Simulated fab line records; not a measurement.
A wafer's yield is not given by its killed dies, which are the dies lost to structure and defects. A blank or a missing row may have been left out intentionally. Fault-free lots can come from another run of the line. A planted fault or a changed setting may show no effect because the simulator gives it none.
Split-lot study :: flow n5 finfet :: 21 wafers read from 7 lots, route of 1938 steps

== THE SPLIT ==
At N5_HKMG_FIN_ETCH_35 (etches SOC in N2/H2, target depth 215.8 nm, time 243.4 s), the setting source w was moved away from the recipe's 3000 W on 8 of the 21 wafers read, by -11.7% to +14.1%. All remaining wafers had this setting at the recipe value.

The reading comes from the split's own step.

== THE READING ==
rf vpp V, in V, at N5_HKMG_FIN_ETCH_35 (etches SOC in N2/H2, target depth 215.8 nm, time 243.4 s). Typical for fault-free wafers on this fab line: 141.6 V, with standard deviation 1.1 V.

wafer: L075.2
tool, chamber at the split: rie diel-06, 3
source w as run, W: 3423
against the recipe: +14.1%
rf vpp V, V: 135.3
against lot-mates on the recipe: -7.8

wafer: L075.3
tool, chamber at the split: rie diel-06, 1
source w as run, W: 3000
against the recipe: recipe
rf vpp V, V: 143.1
against lot-mates on the recipe: -

wafer: L075.5
tool, chamber at the split: rie diel-06, 2
source w as run, W: 3423
against the recipe: +14.1%
rf vpp V, V: 134.0
against lot-mates on the recipe: -9.1

wafer: L076.2
tool, chamber at the split: rie diel-04, 3
source w as run, W: 3000
against the recipe: recipe
rf vpp V, V: 141.9
against lot-mates on the recipe: -

wafer: L076.3
tool, chamber at the split: rie diel-04, 2
source w as run, W: 2700
against the recipe: -10.0%
rf vpp V, V: 147.1
against lot-mates on the recipe: +5.4

wafer: L076.6
tool, chamber at the split: rie diel-04, 2
source w as run, W: 3000
against the recipe: recipe
rf vpp V, V: 141.5
against lot-mates on the recipe: -

wafer: L080.2
tool, chamber at the split: rie diel-02, 0
source w as run, W: 3314
against the recipe: +10.5%
rf vpp V, V: 136.5
against lot-mates on the recipe: -6.7

wafer: L080.3
tool, chamber at the split: rie diel-02, 2
source w as run, W: 3000
against the recipe: recipe
rf vpp V, V: 143.2
against lot-mates on the recipe: -

wafer: L080.5
tool, chamber at the split: rie diel-02, 2
source w as run, W: 3314
against the recipe: +10.5%
rf vpp V, V: 136.9
against lot-mates on the recipe: -6.3

wafer: L082.3
tool, chamber at the split: rie diel-04, 3
source w as run, W: 3000
against the recipe: recipe
rf vpp V, V: 141.2
against lot-mates on the recipe: -

wafer: L082.4
tool, chamber at the split: rie diel-04, 2
source w as run, W: 3000
against the recipe: recipe
rf vpp V, V: 141.5
against lot-mates on the recipe: -

wafer: L082.6
tool, chamber at the split: rie diel-04, 3
source w as run, W: 3000
against the recipe: recipe
rf vpp V, V: 141.8
against lot-mates on the recipe: -

wafer: L085.2
tool, chamber at the split: rie diel-04, 0
source w as run, W: 3000
against the recipe: recipe
rf vpp V, V: 142.0
against lot-mates on the recipe: -

wafer: L085.3
tool, chamber at the split: rie diel-04, 2
source w as run, W: 3000
against the recipe: recipe
rf vpp V, V: 142.4
against lot-mates on the recipe: -

wafer: L085.4
tool, chamber at the split: rie diel-04, 3
source w as run, W: 3000
against the recipe: recipe
rf vpp V, V: 140.7
against lot-mates on the recipe: -

wafer: L086.1
tool, chamber at the split: rie diel-02, 3
source w as run, W: 2650
against the recipe: -11.7%
rf vpp V, V: 150.3
against lot-mates on the recipe: no lot-mate on the recipe

wafer: L086.4
tool, chamber at the split: rie diel-02, 1
source w as run, W: 2650
against the recipe: -11.7%
rf vpp V, V: 145.6
against lot-mates on the recipe: no lot-mate on the recipe

wafer: L086.5
tool, chamber at the split: rie diel-02, 3
source w as run, W: 2650
against the recipe: -11.7%
rf vpp V, V: 148.5
against lot-mates on the recipe: no lot-mate on the recipe

wafer: L096.1
tool, chamber at the split: rie diel-06, 0
source w as run, W: 3000
against the recipe: recipe
rf vpp V, V: 142.6
against lot-mates on the recipe: -

wafer: L096.4
tool, chamber at the split: rie diel-06, 2
source w as run, W: 3000
against the recipe: recipe
rf vpp V, V: 143.7
against lot-mates on the recipe: -

wafer: L096.6
tool, chamber at the split: rie diel-06, 2
source w as run, W: 3000
against the recipe: recipe
rf vpp V, V: 143.1
against lot-mates on the recipe: -

THE FIT
A straight line over all 21 wafers: rf vpp V changes by -0.52 V for each +1% of source w; r = -0.97; the points scatter about the line by 1.1 V.
The same after taking each lot's own level away (the mean of its wafers on the recipe; 18 wafers): -0.594 V for each +1%; r = -0.99; scatter 0.48 V.
Per that fit: largest source w move, reading shift of 8.4 V.
Measured against the standard deviation above, the lots' own levels, which go from 141.50 to 143.20 V, span 1.5 times it.
In other words, the slope is changed by the lot-to-lot level; the two fits disagree.
Check: with one of the wafers moved furthest among these (+14.1%) left out of the fit, the line predicts -8.69 V for it against its lot-mates. It came out at -7.8 V against them.
Tool readings at the split's step, against how far the setting was moved: rf vpp V r = -0.97.

== OTHER SPLITS ON THESE WAFERS ==
Before the reading, these wafers also passed through other splits. Each is held against what the fit with the lots' levels taken away leaves over:
other split on the same wafers: N5_SDB_COAT_05 spin rpm
wafers away from the commonest value: 7
r with rf vpp V (lot level and that fit taken away): -0.20

other split on the same wafers: N5_HKMG_FIN_COAT_42 spin rpm
wafers away from the commonest value: 7
r with rf vpp V (lot level and that fit taken away): -0.26

== THE WHOLE CHAIN: every reading that the file lists as answering this split, in the file's order ==
step: N5_HKMG_FIN_ETCH_35
what it does: etches SOC in N2/H2, target depth 215.8 nm, time 243.4 s
reading: rf vpp V
change (the file's fit): -0.591 V for each +1% of the setting
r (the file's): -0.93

step: N5_HKMG_FIN_ETCH_35
what it does: etches SOC in N2/H2, target depth 215.8 nm, time 243.4 s
reading: SOC_of_HKMG_FIN_COAT_29.thk nm (the simulator's own value, which no gauge read)
change (the file's fit): -1.7 nm for each +1% of the setting
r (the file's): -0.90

step: N5_HKMG_FIN_ETCH_35
what it does: etches SOC in N2/H2, target depth 215.8 nm, time 243.4 s
reading: HKMG_FIN.feature depth nm (the simulator's own value, which no gauge read)
change (the file's fit): +1.7 nm for each +1% of the setting
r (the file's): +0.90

step: N5_HKMG_FIN_ETCH_35
what it does: etches SOC in N2/H2, target depth 215.8 nm, time 243.4 s
reading: etch.depth nm (the simulator's own value, which no gauge read)
change (the file's fit): +1.71 nm for each +1% of the setting
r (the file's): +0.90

== FILE'S OWN FIT ==
rf vpp V changes by -0.591 V for each +1% of source w, r = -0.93.
